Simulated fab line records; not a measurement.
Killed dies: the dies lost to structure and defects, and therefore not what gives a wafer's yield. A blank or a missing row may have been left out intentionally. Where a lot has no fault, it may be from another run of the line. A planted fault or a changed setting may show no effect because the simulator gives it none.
Which tool was responsible? || flow n5_finfet || 9 lots with 27 wafers sampled at 5 steps, on a route of 1938 steps

## WHAT THE GAUGES SHOWED, per wafer
N5_BEOL_M1_THK_MEAS_01.
{"lot": "L657", "measured": "day 6 17:00", "on": "film_metro-02", "M1_ILD_THK (nm)": "80.0 81.6 81.5"}
{"lot": "L658", "measured": "day 7 00:44", "on": "film_metro-01", "M1_ILD_THK (nm)": "78.1 80.2 79.5"}
{"lot": "L660", "measured": "day 7 10:14", "on": "film_metro-02", "M1_ILD_THK (nm)": "79.1 80.4 79.9"}
{"lot": "L663", "measured": "day 8 09:22", "on": "film_metro-02", "M1_ILD_THK (nm)": "79.4 80.5 79.4"}
{"lot": "L668", "measured": "day 9 20:15", "on": "film_metro-01", "M1_ILD_THK (nm)": "77.0 78.6 78.1"}
{"lot": "L669", "measured": "day 10 01:57", "on": "film_metro-02", "M1_ILD_THK (nm)": "122.5 121.9 81.0"}
{"lot": "L671", "measured": "day 10 09:34", "on": "film_metro-01", "M1_ILD_THK (nm)": "79.7 81.6 123.2"}
{"lot": "L675", "measured": "day 11 20:55", "on": "film_metro-02", "M1_ILD_THK (nm)": "77.5 79.3 79.9"}
{"lot": "L677", "measured": "day 12 03:13", "on": "film_metro-02", "M1_ILD_THK (nm)": "78.7 78.0 79.8"}

## WHAT TOOL EACH LOT RAN ON (gives the tool, then ch and the chambers of the sampled wafers, and finally the start)
{"lot": "L657", "N5_BEOL_M0_STRIP_142": "rie_diel-02 ch 2,3, day 6 12:13", "N5_BEOL_M0_ANNEAL_133": "pvd_sputter-03, day 6 15:37", "N5_BEOL_M0_ANNEAL_135": "pvd_sputter-03, day 6 15:44", "N5_BEOL_M1_ILD_DEP_00": "pecvd-04 ch 0,1, day 6 16:56"}
{"lot": "L658", "N5_BEOL_M0_STRIP_142": "rie_diel-03 ch 1,2, day 6 21:55", "N5_BEOL_M0_ANNEAL_133": "pvd_sputter-02, day 6 23:24", "N5_BEOL_M0_ANNEAL_135": "pvd_sputter-02, day 6 23:31", "N5_BEOL_M1_ILD_DEP_00": "pecvd-04 ch 0,2, day 7 00:40"}
{"lot": "L660", "N5_BEOL_M0_STRIP_142": "rie_diel-02 ch 0,1, day 7 07:19", "N5_BEOL_M0_ANNEAL_133": "pvd_sputter-01, day 7 08:52", "N5_BEOL_M0_ANNEAL_135": "pvd_sputter-01, day 7 08:59", "N5_BEOL_M1_ILD_DEP_00": "pecvd-01 ch 1,2, day 7 10:08"}
{"lot": "L663", "N5_BEOL_M0_STRIP_142": "rie_diel-05 ch 2,3, day 8 03:39", "N5_BEOL_M0_ANNEAL_133": "pvd_sputter-02, day 8 05:40", "N5_BEOL_M0_ANNEAL_135": "pvd_sputter-02, day 8 05:47", "N5_BEOL_M1_ILD_DEP_00": "pecvd-01 ch 0,1, day 8 09:17"}
{"lot": "L668", "N5_BEOL_M0_STRIP_142": "rie_diel-03 ch 0,3, day 9 12:59", "N5_BEOL_M0_ANNEAL_133": "pvd_sputter-01, day 9 15:55", "N5_BEOL_M0_ANNEAL_135": "pvd_sputter-01, day 9 16:02", "N5_BEOL_M1_ILD_DEP_00": "pecvd-03 ch 1,2, day 9 20:11"}
{"lot": "L669", "N5_BEOL_M0_STRIP_142": "rie_diel-03 ch 0,1,3, day 9 19:20", "N5_BEOL_M0_ANNEAL_133": "pvd_sputter-01, day 9 20:43", "N5_BEOL_M0_ANNEAL_135": "pvd_sputter-01, day 9 20:50", "N5_BEOL_M1_ILD_DEP_00": "pecvd-04 ch 0,1, day 10 01:53"}
{"lot": "L671", "N5_BEOL_M0_STRIP_142": "rie_diel-02 ch 0,1,3, day 10 03:07", "N5_BEOL_M0_ANNEAL_133": "pvd_sputter-03, day 10 04:49", "N5_BEOL_M0_ANNEAL_135": "pvd_sputter-03, day 10 04:56", "N5_BEOL_M1_ILD_DEP_00": "pecvd-04 ch 0,1, day 10 09:29"}
{"lot": "L675", "N5_BEOL_M0_STRIP_142": "rie_diel-02 ch 0,1,3, day 11 13:37", "N5_BEOL_M0_ANNEAL_133": "pvd_sputter-02, day 11 19:26", "N5_BEOL_M0_ANNEAL_135": "pvd_sputter-02, day 11 19:34", "N5_BEOL_M1_ILD_DEP_00": "pecvd-03 ch 0,1,2, day 11 20:52"}
{"lot": "L677", "N5_BEOL_M0_STRIP_142": "rie_diel-05 ch 1,2,3, day 11 22:35", "N5_BEOL_M0_ANNEAL_133": "pvd_sputter-02, day 12 01:42", "N5_BEOL_M0_ANNEAL_135": "pvd_sputter-02, day 12 01:49", "N5_BEOL_M1_ILD_DEP_00": "pecvd-01 ch 0,1, day 12 03:10"}
- N5_BEOL_M0_STRIP_142: strips in N2/H2, time 10 s.
- N5_BEOL_M0_ANNEAL_133: time 60 s.
- N5_BEOL_M0_ANNEAL_135: time 60 s.
- N5_BEOL_M1_ILD_DEP_00: deposits SiOC from DEMS/O2, target thk 79 nm, time 15.3 s.

## THE ANSWER, worked out from the rows above alone
Rule: the usual values come from the lots themselves. Put in order of their means at a reading, lots are off if they are a third of the lots or fewer, leave a main group of 4 or more, and stand apart from it by a gap of 3 or more times the standard deviation of the main group's means; of several such gaps the widest counts. Not used: any main group whose means are identical at the precision the tables above print for the reading. A lot without any number at a reading at which 4 lots or more have one is off too. The other lots that the step has rows for count as sound.
Off: L669, L671, at N5_BEOL_M1_THK_MEAS_01 (M1_ILD_THK). For the main group the mean is 79.4 nm and the standard deviation 0.91.
A tool fits if, at a process step before that reading, it ran every lot that is off, and no sound lot after the first of them. The gauges at N5_BEOL_M1_THK_MEAS_01 are tried like those tools. One candidate fits, namely pecvd-04 at N5_BEOL_M1_ILD_DEP_00. Its last sound lot is L658 (day 7 00:40), its first lot that is off L669 (day 10 01:53): a fault that began between those two fits.

## WHAT HAD BEEN PUT IN BY THE SIMULATOR
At N5_BEOL_M1_ILD_DEP_00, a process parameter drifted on pecvd-04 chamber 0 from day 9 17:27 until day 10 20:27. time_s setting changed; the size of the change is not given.
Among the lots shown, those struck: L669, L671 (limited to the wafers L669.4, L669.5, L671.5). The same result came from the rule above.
